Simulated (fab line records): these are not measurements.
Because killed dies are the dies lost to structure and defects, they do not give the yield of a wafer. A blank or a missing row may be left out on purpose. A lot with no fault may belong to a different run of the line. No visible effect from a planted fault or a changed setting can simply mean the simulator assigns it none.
A lot that was struck, set against a sound lot :: flow n5_finfet :: 38 steps out of a route of 1938
Sound: these wafers, L564.2, L564.4, L564.6. Struck: wafers L569.2, L569.6 (left out: L569.1, a lot-mate that was not struck); the cause follows at the end.
Per side, at each step with rows, come the tool, then ch with its chambers, and then its first start. Under that, the readings that differ: sound wafers :: struck wafers :: difference of the means :: sigmas: that difference in standard deviations of wafers without a fault.
alike: a reading whose means differ by less than 2 such deviations, as well as words and numbers matching on both sides. not compared: withheld readings; readings where some wafer has no value; bounds like >300 that might hide an equal value; numbers whose values overlap and for which the record gives no deviation.
Wherever a step has rows on one side only, a row that says differs or no value, or a row with sigmas, the two part there. Numbers that have no deviation but don't overlap get no sigmas and don't part them. A reading that every wafer of one side lacks parts them only if that side has two wafers or more.

first, 9 steps without rows for these wafers: N5_BEOL_M12_SOFTBAKE_23 (time 60 s); N5_BEOL_M12_EXPOSE_25 (exposes mask M12); N5_BEOL_M12_PEB_26 (peb time 90 s); N5_BEOL_M12_DEVELOP_27 (develop time 45 s); N5_BEOL_M12_HARDBAKE_32 (time 120 s); N5_BEOL_M12_DESCUM_33 (chemistry O2, time 7.9 s); N5_BEOL_M12_ETCH_67 (etches SiARC in CF4, target depth 143 nm, time 238.3 s); N5_BEOL_M12_ETCH_68 (etches SOC in N2/H2, time 285 s); N5_BEOL_M12_STRIP_69 (strips in N2/H2).
N5_BEOL_M12_TRENCH_ETCH_34: etches SiOC in C4F8/O2/Ar, target depth 318.95 nm, time 125.5 s.
  sound on rie_diel-05 ch 0,1,3, day 11 04:04; struck on rie_diel-05 ch 0, day 12 03:41
reading: model.etch.depth_nm (nm)
sound: 317.6 314.6 317.1
struck: 397 398.5
difference: +81
sigmas: 
  alike: bias_w, drypump_motor_current_A, he_inner_torr, oes_product_au, rf_vpp_V, showerhead_plenum_p_Torr, throttle_valve_pct
  not compared: rf_hours_counter_h
then, 1 step without rows for these wafers: N5_BEOL_M12_STRIP_70 (strips in C4F8/O2/Ar).
N5_BEOL_M12_OCD_MEAS_35:
  sound on ocd-01, day 11 04:14; struck on ocd-02, day 12 03:50
reading: trench_depth_nm (nm)
sound: 318 315 317
struck: 397 399
difference: +81
sigmas: +13
then, 11 steps without rows for these wafers: N5_BEOL_M12_STRIP_37 (strips in N2/H2); N5_BEOL_M12_ETCH_38 (etches SiCN in CF4/N2, target depth 68.7 nm, time 73.4 s); N5_BEOL_M12_PRECLEAN_39 (cleans in residue remover, time 60 s); N5_BEOL_M12_SRD_40 (time 30 s, dry time 30 s); N5_BEOL_M12_DEGAS_41 (time 60 s); N5_BEOL_M12_PRE_CLEAN_42 (time 30 s); N5_BEOL_M12_SPUTTER_43 (material TaN, target thk 15 nm, time 24.19 s); N5_BEOL_M12_SPUTTER_44 (material Ta, target thk 10 nm, time 16.13 s); N5_BEOL_M12_SPUTTER_45 (material Cu, target thk 80 nm, time 13.33 s); N5_BEOL_M12_ECD_47 (material Cu, target thk 720 nm); N5_BEOL_M12_ANNEAL_48 (time 90 s).
N5_BEOL_M12_CMP_49: polishes, stops on SiOC, t overpolish 20.6 s, target thk 320 nm.
  sound on cmp-04 ch 1,2, day 11 06:10; struck on cmp-04 ch 0,3, day 12 05:11
reading: model.Cu_of_BEOL_M12_ECD_47.thk_nm (nm)
sound: 317.6 314.6 316.4
struck: 398.8 401.2
difference: +83.8
sigmas: 
  alike: barrier_field_endpoint_s, edge_zone_pressure_frac, motor_current_A, overpolish_run_s
N5_BEOL_M12_THK_MEAS_50: measures by xrf.
  sound on film_metro-01, day 11 06:28; struck on film_metro-01, day 12 05:29
reading: M12_THK (nm)
sound: 307 306 308
struck: 394 394
difference: +87
sigmas: +12
then, 2 steps without rows for these wafers: N5_BEOL_M12_PRE_CLEAN_52 (time 15 s); N5_BEOL_M12_DEP_53 (deposits SiCN from 3MS/NH3, target thk 30 nm, time 10.5 s).
N5_BEOL_M12_RS_MEAS_54: a four-point-probe measurement.
  sound on film_metro-02, day 11 06:35; struck on film_metro-01, day 12 05:37
reading: M12_RS (ohm/sq)
sound: 0.0605 0.0610 0.0608
struck: 0.0479 0.0473
difference: -0.0132
sigmas: -10
then, 9 steps without rows for these wafers: N5_BEOL_M13_ILD_DEP_00 (deposits SiOC from DEMS/O2, target thk 837.92 nm, time 166.4 s); N5_BEOL_M13_COAT_58 (time 60 s, resist thk 89 nm); N5_BEOL_M13_COAT_04 (resist thk 400 nm); N5_BEOL_M13_EBR_06; N5_BEOL_M13_SOFTBAKE_05 (time 60 s); N5_BEOL_M13_EXPOSE_07 (exposes mask V12); N5_BEOL_M13_PEB_08 (peb time 90 s); N5_BEOL_M13_DEVELOP_09 (develop time 45 s); N5_BEOL_M13_HARDBAKE_14 (time 120 s).
N5_BEOL_M15_RC_MEAS_101:
  sound on prober-01 ch 0, day 11 22:02; struck on prober-01 ch 0, day 13 02:34
reading: SERP_M12 (ohm/um)
sound: 0.662 0.643 0.648
struck: 0.508 0.495
difference: -0.149
sigmas: -7

reading: SERP_M12_max_site (ohm/um)
sound: 0.668 0.656 0.658
struck: 0.512 0.499
difference: -0.155
sigmas: -7
  alike: COMB_M10, COMB_M11, COMB_M13, COMB_M14, COMB_M15, COMB_M5, COMB_M6, COMB_M7, COMB_M8, COMB_M9, COMB_M9_max_site, SERP_M10, SERP_M11, SERP_M13, SERP_M14, SERP_M14_max_site, SERP_M5, SERP_M6, SERP_M7, SERP_M8, SERP_M9, SERP_M9_max_site

== WHERE THEY PART ==
At N5_BEOL_M12_OCD_MEAS_35 first; at N5_BEOL_M15_RC_MEAS_101 last (within this record only).

WHY: whatever the simulator had introduced
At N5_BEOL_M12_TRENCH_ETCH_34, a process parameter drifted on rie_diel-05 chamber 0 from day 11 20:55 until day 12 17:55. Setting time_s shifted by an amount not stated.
